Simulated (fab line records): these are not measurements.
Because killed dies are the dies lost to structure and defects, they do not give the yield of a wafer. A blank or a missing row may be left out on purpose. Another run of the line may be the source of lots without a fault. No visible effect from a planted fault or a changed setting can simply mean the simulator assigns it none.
The tool behind it: which one? / flow n5-finfet / 10 lots with 30 wafers sampled at 5 steps, on a route of 1938 steps

## WHAT THE GAUGES SHOWED, per wafer
N5_BEOL_M4_RC_MEAS_101. Usual: DIBL_N 36.3 mV/V, standard deviation 1.9; DIBL_P 36.0 mV/V, standard deviation 2.1; IOFF_N 0.16 nA/um, standard deviation 0.031; IOFF_P 0.21 nA/um, standard deviation 0.035; ION_N 675 uA/um, standard deviation 14; ION_P 464 uA/um, standard deviation 8.5; SS_N 71.5 mV/dec, standard deviation 0.6; SS_P 73.3 mV/dec, standard deviation 0.72; VT_N 250 mV, standard deviation 3.2; VT_P -250 mV, standard deviation 3.1.
lot=L565; measured=day 7 18:26; on=prober-02; DIBL_N (mV/V)=37.9 38.2 37.5; DIBL_P (mV/V)=38.3 39.7 38.2; IOFF_N (nA/um)=0.19 0.21 0.19; IOFF_P (nA/um)=0.27 0.31 0.27; ION_N (uA/um)=683 705 688; ION_P (uA/um)=472 484 470; SS_N (mV/dec)=71.8 71.7 71.7; SS_P (mV/dec)=74.1 74.4 74.0; VT_N (mV)=247 245 245; VT_P (mV)=-245 -244 -246; flag=
lot=L567; measured=day 8 06:11; on=prober-01; DIBL_N (mV/V)=33.5 37.7 34.6; DIBL_P (mV/V)=31.3 36.1 32.5; IOFF_N (nA/um)=0.11 0.17 0.13; IOFF_P (nA/um)=0.14 0.20 0.15; ION_N (uA/um)=649 662 664; ION_P (uA/um)=443 455 452; SS_N (mV/dec)=70.3 72.0 71.9; SS_P (mV/dec)=72.5 73.5 72.4; VT_N (mV)=254 253 253; VT_P (mV)=-258 -252 -256; flag=
lot=L568; measured=day 8 15:01; on=prober-01; DIBL_N (mV/V)=34.5 34.5 39.1; DIBL_P (mV/V)=36.0 36.8 41.7; IOFF_N (nA/um)=0.14 0.14 0.24; IOFF_P (nA/um)=0.19 0.20 0.29; ION_N (uA/um)=691 673 698; ION_P (uA/um)=475 464 470; SS_N (mV/dec)=70.4 70.9 71.9; SS_P (mV/dec)=73.7 74.3 74.9; VT_N (mV)=249 251 242; VT_P (mV)=-252 -250 -247; flag=
lot=L569; measured=day 8 18:02; on=prober-02; DIBL_N (mV/V)=36.8 35.1 34.9; DIBL_P (mV/V)=36.4 34.4 34.6; IOFF_N (nA/um)=0.15 0.13 0.13; IOFF_P (nA/um)=0.20 0.18 0.18; ION_N (uA/um)=654 664 668; ION_P (uA/um)=452 455 459; SS_N (mV/dec)=72.1 70.7 71.4; SS_P (mV/dec)=73.0 72.6 73.1; VT_N (mV)=254 253 253; VT_P (mV)=-254 -253 -253; flag=
lot=L572; measured=day 9 15:16; on=prober-02; DIBL_N (mV/V)=39.5 39.9 36.4; DIBL_P (mV/V)=38.3 38.0 35.1; IOFF_N (nA/um)=0.19 0.22 0.16; IOFF_P (nA/um)=0.27 0.27 0.22; ION_N (uA/um)=675 672 677; ION_P (uA/um)=465 460 470; SS_N (mV/dec)=72.0 72.6 70.3; SS_P (mV/dec)=73.3 73.2 72.6; VT_N (mV)=249 247 251; VT_P (mV)=-247 -244 -247; flag=
lot=L579; measured=day 12 21:15; on=prober-01; DIBL_N (mV/V)=37.7 36.4 37.2; DIBL_P (mV/V)=35.8 34.5 34.4; IOFF_N (nA/um)=0.17 0.15 0.16; IOFF_P (nA/um)=0.22 0.19 0.19; ION_N (uA/um)=691 675 676; ION_P (uA/um)=473 462 460; SS_N (mV/dec)=72.6 72.1 72.3; SS_P (mV/dec)=73.5 72.9 72.9; VT_N (mV)=248 250 251; VT_P (mV)=-246 -251 -251; flag=
lot=L581; measured=day 13 07:18; on=prober-02; DIBL_N (mV/V)=39.3 36.0 36.2; DIBL_P (mV/V)=40.2 35.6 36.0; IOFF_N (nA/um)=0.22 0.15 0.15; IOFF_P (nA/um)=0.29 0.19 0.20; ION_N (uA/um)=696 694 686; ION_P (uA/um)=484 475 472; SS_N (mV/dec)=72.3 70.8 71.5; SS_P (mV/dec)=74.4 73.4 73.3; VT_N (mV)=246 249 249; VT_P (mV)=-245 -251 -252; flag=
lot=L583; measured=day 13 19:43; on=prober-02; DIBL_N (mV/V)=37.5 39.9 40.5; DIBL_P (mV/V)=35.8 38.6 39.5; IOFF_N (nA/um)=0.16 0.21 0.24; IOFF_P (nA/um)=0.21 0.25 0.27; ION_N (uA/um)=694 683 715; ION_P (uA/um)=471 462 481; SS_N (mV/dec)=71.5 72.6 72.2; SS_P (mV/dec)=74.1 74.0 74.0; VT_N (mV)=249 245 244; VT_P (mV)=-249 -247 -245; flag=
lot=L582; measured=day 14 01:24; on=prober-01; DIBL_N (mV/V)=38.9 36.9 37.8; DIBL_P (mV/V)=37.9 34.5 36.4; IOFF_N (nA/um)=0.18 0.15 0.15; IOFF_P (nA/um)=0.24 0.19 0.22; ION_N (uA/um)=673 673 648; ION_P (uA/um)=462 456 451; SS_N (mV/dec)=71.4 71.2 72.2; SS_P (mV/dec)=74.0 73.6 74.2; VT_N (mV)=248 249 253; VT_P (mV)=-249 -252 -252; flag=
lot=L578; measured=day 14 08:04; on=prober-02; DIBL_N (mV/V)=37.1 37.9 36.8; DIBL_P (mV/V)=36.4 38.7 35.7; IOFF_N (nA/um)=0.16 0.19 0.15; IOFF_P (nA/um)=0.20 0.26 0.21; ION_N (uA/um)=672 674 676; ION_P (uA/um)=461 468 469; SS_N (mV/dec)=72.1 71.9 71.6; SS_P (mV/dec)=73.9 74.0 73.9; VT_N (mV)=255 250 251; VT_P (mV)=-252 -248 -250; flag=

N5_BEOL_M7_CD_MEAS_11: target cd 38.5 nm. Usual: cd-nm at 38.6 nm, with a standard deviation of 0.53.
lot=L565; measured=day 8 20:39; on=cd-sem-03; cd-nm (nm)=39.1 38.8 38.4; flag=
lot=L567; measured=day 9 05:55; on=cd-sem-03; cd-nm (nm)=38.2 39.0 37.9; flag=
lot=L568; measured=day 9 14:22; on=cd-sem-01; cd-nm (nm)=38.7 39.0 39.3; flag=
lot=L569; measured=day 9 16:21; on=cd-sem-03; cd-nm (nm)=39.2 38.9 38.8; flag=
lot=L572; measured=day 10 07:32; on=cd-sem-01; cd-nm (nm)=37.1 37.7 36.9; flag=
lot=L579; measured=day 13 21:47; on=cd-sem-01; cd-nm (nm)=38.8 37.7 38.6; flag=
lot=L581; measured=day 14 07:31; on=cd-sem-03; cd-nm (nm)=38.5 38.3 39.0; flag=
lot=L583; measured=day 14 17:46; on=cd-sem-01; cd-nm (nm)=37.9 38.4 38.8; flag=
lot=L582; measured=day 15 04:03; on=cd-sem-03; cd-nm (nm)=39.6 39.9 39.3; flag=
lot=L578; measured=day 15 07:49; on=cd-sem-03; cd-nm (nm)=38.9 39.3 38.6; flag=

## WHAT TOOL EACH LOT RAN ON (gives the tool, then ch and the chambers of the sampled wafers, and finally the start)
lot=L565; N5_BEOL_M6_ALD_77=ald-metal-04 ch 0,1,3, day 8 14:29; N5_BEOL_M6_SPUTTER_48=pvd-sputter-02, day 8 16:55; N5_BEOL_M7_EXPOSE_08=arfi-scanner-03 ch 0, day 8 20:31
lot=L567; N5_BEOL_M6_ALD_77=ald-metal-02 ch 0,2, day 9 01:56; N5_BEOL_M6_SPUTTER_48=pvd-sputter-03, day 9 02:23; N5_BEOL_M7_EXPOSE_08=arfi-scanner-03 ch 0, day 9 05:49
lot=L568; N5_BEOL_M6_ALD_77=ald-metal-03 ch 0,1,2, day 9 09:44; N5_BEOL_M6_SPUTTER_48=pvd-sputter-02, day 9 10:20; N5_BEOL_M7_EXPOSE_08=arfi-scanner-01 ch 0, day 9 14:14
lot=L569; N5_BEOL_M6_ALD_77=ald-metal-02 ch 0,1,2, day 9 11:19; N5_BEOL_M6_SPUTTER_48=pvd-sputter-03, day 9 11:46; N5_BEOL_M7_EXPOSE_08=arfi-scanner-02 ch 0, day 9 16:13
lot=L572; N5_BEOL_M6_ALD_77=ald-metal-04 ch 1,2,3, day 10 05:01; N5_BEOL_M6_SPUTTER_48=pvd-sputter-02, day 10 05:29; N5_BEOL_M7_EXPOSE_08=arfi-scanner-01 ch 0, day 10 07:25
lot=L579; N5_BEOL_M6_ALD_77=ald-metal-04 ch 2,3, day 13 14:31; N5_BEOL_M6_SPUTTER_48=pvd-sputter-02, day 13 15:43; N5_BEOL_M7_EXPOSE_08=arfi-scanner-02 ch 0, day 13 21:40
lot=L581; N5_BEOL_M6_ALD_77=ald-metal-02 ch 0,1,3, day 14 01:08; N5_BEOL_M6_SPUTTER_48=pvd-sputter-01, day 14 03:20; N5_BEOL_M7_EXPOSE_08=arfi-scanner-02 ch 0, day 14 07:23
lot=L583; N5_BEOL_M6_ALD_77=ald-metal-04 ch 0,1,3, day 14 12:17; N5_BEOL_M6_SPUTTER_48=pvd-sputter-01, day 14 12:52; N5_BEOL_M7_EXPOSE_08=arfi-scanner-03 ch 0, day 14 17:39
lot=L582; N5_BEOL_M6_ALD_77=ald-metal-03 ch 0,1,3, day 14 23:55; N5_BEOL_M6_SPUTTER_48=pvd-sputter-02, day 15 01:52; N5_BEOL_M7_EXPOSE_08=arfi-scanner-03 ch 0, day 15 03:55
lot=L578; N5_BEOL_M6_ALD_77=ald-metal-04 ch 1,2,3, day 15 02:44; N5_BEOL_M6_SPUTTER_48=pvd-sputter-02, day 15 05:10; N5_BEOL_M7_EXPOSE_08=arfi-scanner-03 ch 0, day 15 07:41
- N5_BEOL_M6_ALD_77: deposits TaN, target thk 2 nm, pulse time 2 s, purge time 3 s.
- N5_BEOL_M6_SPUTTER_48: material Cu, target thk 10 nm, time 1.667 s.
- N5_BEOL_M7_EXPOSE_08: exposes mask M7.

## AS READ BY THE TOOLS THEMSELVES (means over the sampled wafers that have a number; for cases with no such wafer, the mark the record gives instead)
N5_BEOL_M6_ALD_77. Usual: heater-power-w at 412 W, with a standard deviation of 49.
lot=L565; tool=ald-metal-04; heater-power-w (W)=415; flag=
lot=L567; tool=ald-metal-02; heater-power-w (W)=449; flag=
lot=L568; tool=ald-metal-03; heater-power-w (W)=429; flag=
lot=L569; tool=ald-metal-02; heater-power-w (W)=437; flag=
lot=L572; tool=ald-metal-04; heater-power-w (W)=383; flag=
lot=L579; tool=ald-metal-04; heater-power-w (W)=349; flag=
lot=L581; tool=ald-metal-02; heater-power-w (W)=385; flag=
lot=L583; tool=ald-metal-04; heater-power-w (W)=411; flag=
lot=L582; tool=ald-metal-03; heater-power-w (W)=413; flag=
lot=L578; tool=ald-metal-04; heater-power-w (W)=382; flag=

N5_BEOL_M6_SPUTTER_48. Usual: chuck-sensor-temp-C -15.88 C, standard deviation 0.28; throttle-valve-pct 29.8 %, standard deviation 0.97.
lot=L565; tool=pvd-sputter-02; chuck-sensor-temp-C (C)=-15.86; throttle-valve-pct (%)=30.2; flag=
lot=L567; tool=pvd-sputter-03; chuck-sensor-temp-C (C)=-15.95; throttle-valve-pct (%)=29.3; flag=
lot=L568; tool=pvd-sputter-02; chuck-sensor-temp-C (C)=-15.85; throttle-valve-pct (%)=29.6; flag=
lot=L569; tool=pvd-sputter-03; chuck-sensor-temp-C (C)=-16.21; throttle-valve-pct (%)=31.0; flag=
lot=L572; tool=pvd-sputter-02; chuck-sensor-temp-C (C)=-15.70; throttle-valve-pct (%)=28.9; flag=
lot=L579; tool=pvd-sputter-02; chuck-sensor-temp-C (C)=-16.08; throttle-valve-pct (%)=30.1; flag=
lot=L581; tool=pvd-sputter-01; chuck-sensor-temp-C (C)=-15.81; throttle-valve-pct (%)=30.5; flag=
lot=L583; tool=pvd-sputter-01; chuck-sensor-temp-C (C)=-15.99; throttle-valve-pct (%)=30.1; flag=
lot=L582; tool=pvd-sputter-02; chuck-sensor-temp-C (C)=-15.83; throttle-valve-pct (%)=29.2; flag=
lot=L578; tool=pvd-sputter-02; chuck-sensor-temp-C (C)=-15.68; throttle-valve-pct (%)=28.8; flag=

N5_BEOL_M7_EXPOSE_08. Usual: exposure-dose-mJ-cm2 at 68.23, with a standard deviation of 0.082.
lot=L565 tool=arfi-scanner-03 exposure-dose-mJ-cm2=68.15 flag=
lot=L567 tool=arfi-scanner-03 exposure-dose-mJ-cm2=68.16 flag=
lot=L568 tool=arfi-scanner-01 exposure-dose-mJ-cm2=68.30 flag=
lot=L569 tool=arfi-scanner-02 exposure-dose-mJ-cm2=68.24 flag=
lot=L572 tool=arfi-scanner-01 exposure-dose-mJ-cm2=67.37 flag=OFF
lot=L579 tool=arfi-scanner-02 exposure-dose-mJ-cm2=68.37 flag=
lot=L581 tool=arfi-scanner-02 exposure-dose-mJ-cm2=68.16 flag=
lot=L583 tool=arfi-scanner-03 exposure-dose-mJ-cm2=68.25 flag=
lot=L582 tool=arfi-scanner-03 exposure-dose-mJ-cm2=68.11 flag=
lot=L578 tool=arfi-scanner-03 exposure-dose-mJ-cm2=68.10 flag=

## THE ANSWER, worked out from the rows above alone
Rule: take the mean of a lot's wafers that have a number; if it is more than 3 standard deviations from the usual mean, the lot is off. A lot without any number at a reading at which 4 lots or more have one is off too. The other lots that the step has rows for count as sound. The gauges are gone through in route order, then the tools' own readings, and for those a lot's mean is taken as printed above. The first step at which some lot is off is used, and at that step the reading that is off furthest; a lot without a number counts as furthest.
Off at N5_BEOL_M7_EXPOSE_08 (exposure-dose-mJ-cm2): L572.
If a tool, at that step or one of the process steps before it, ran each lot that is off and ran no sound lot following the first of them, it fits. One fits: N5_BEOL_M7_EXPOSE_08 on arfi-scanner-01. Its last sound lot is L568 (day 9 14:14), its first lot that is off L572 (day 10 07:25): a fault that began between those two fits.
The tool's own readings at N5_BEOL_M7_EXPOSE_08 bear it out: on the lots that are off they differ by more than 5 times the standard deviation of the sound lots' means. exposure-dose-mJ-cm2 reads 67.37 there against 68.20 on the sound lots.

## WHAT THE SIMULATOR PUT IN
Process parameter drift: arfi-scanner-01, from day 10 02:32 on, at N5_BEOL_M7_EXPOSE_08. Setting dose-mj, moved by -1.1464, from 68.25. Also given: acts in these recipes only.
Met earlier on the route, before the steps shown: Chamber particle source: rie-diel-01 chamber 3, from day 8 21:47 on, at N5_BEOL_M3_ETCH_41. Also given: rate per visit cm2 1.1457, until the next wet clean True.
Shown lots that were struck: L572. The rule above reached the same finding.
